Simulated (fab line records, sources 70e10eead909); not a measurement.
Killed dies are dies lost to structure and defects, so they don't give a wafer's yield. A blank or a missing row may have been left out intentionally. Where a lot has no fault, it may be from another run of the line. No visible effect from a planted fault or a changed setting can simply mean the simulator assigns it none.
Chamber matching | flow nandHarc | NHARC_A_SGD_CUT_DEP_00 on pecvd-03: 3 sister chambers
The step deposits SiNx, target thk 50 nm. 20 wafers are shown with their chamber, then 10 later ones without.

== WAFERS WITH THEIR CHAMBER ==
wafer  | chamber | heaterPowerW (W)
L078.2 | 2       | 661
L078.3 | 1       | 648
L078.6 | 1       | 656
L078.1 | 0       | 595
L078.4 | 0       | 587
L078.5 | 2       | 680
L079.1 | 2       | 693
L079.2 | 0       | 707
L079.6 | 2       | 691
L081.1 | 1       | 718
L081.4 | 0       | 655
L081.6 | 2       | 593
L087.2 | 1       | 721
L087.3 | 0       | 686
L087.4 | 0       | 691
L089.4 | 0       | 645
L089.5 | 1       | 760
L089.6 | 2       | 652
L090.1 | 2       | 645
L090.4 | 0       | 605

SIGNATURES (means of the wafers above)
reading      | chamber 0 | chamber 1 | chamber 2 | scatter within a chamber
heaterPowerW | 646.38    | 700.60    | 659.29    | 43
Rule: a wafer lies at a distance from a chamber equal to the root of the sum of squares, over the readings, of (its reading less the chamber's mean, divided by the reading's scatter). If the next closest chamber is less than 2 further off than the closest, the wafer can't be placed; otherwise it belongs to the closest. The scatter: take each reading less its chamber's mean, square it, sum over the shown wafers, divide by the number of wafers less the number of chambers, and take the root.

== WAFERS MISSING THEIR CHAMBER ==
wafer  | heaterPowerW (W)
L090.6 | 693
L091.2 | 677
L091.3 | 638
L091.5 | 658
L095.3 | 664
L095.5 | 652
L095.6 | 687
L097.3 | 648
L097.5 | 610
L097.6 | 685

== EACH ONE'S CHAMBER ==
wafer  | from the rows above          | in truth
L090.6 | can't be placed: 1 or 2 or 0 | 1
L091.2 | can't be placed: 2 or 1 or 0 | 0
L091.3 | can't be placed: 0 or 2 or 1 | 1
L091.5 | can't be placed: 2 or 0 or 1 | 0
L095.3 | can't be placed: 2 or 0 or 1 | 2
L095.5 | can't be placed: 0 or 2 or 1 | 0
L095.6 | can't be placed: 1 or 2 or 0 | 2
L097.3 | can't be placed: 0 or 2 or 1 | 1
L097.5 | can't be placed: 0 or 2 or 1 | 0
L097.6 | can't be placed: 1 or 2 or 0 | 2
Placed correctly: 0 of 10. From these rows, 10 cannot be placed; in 10 the true chamber is one of the candidates. Placed wrongly: 0.
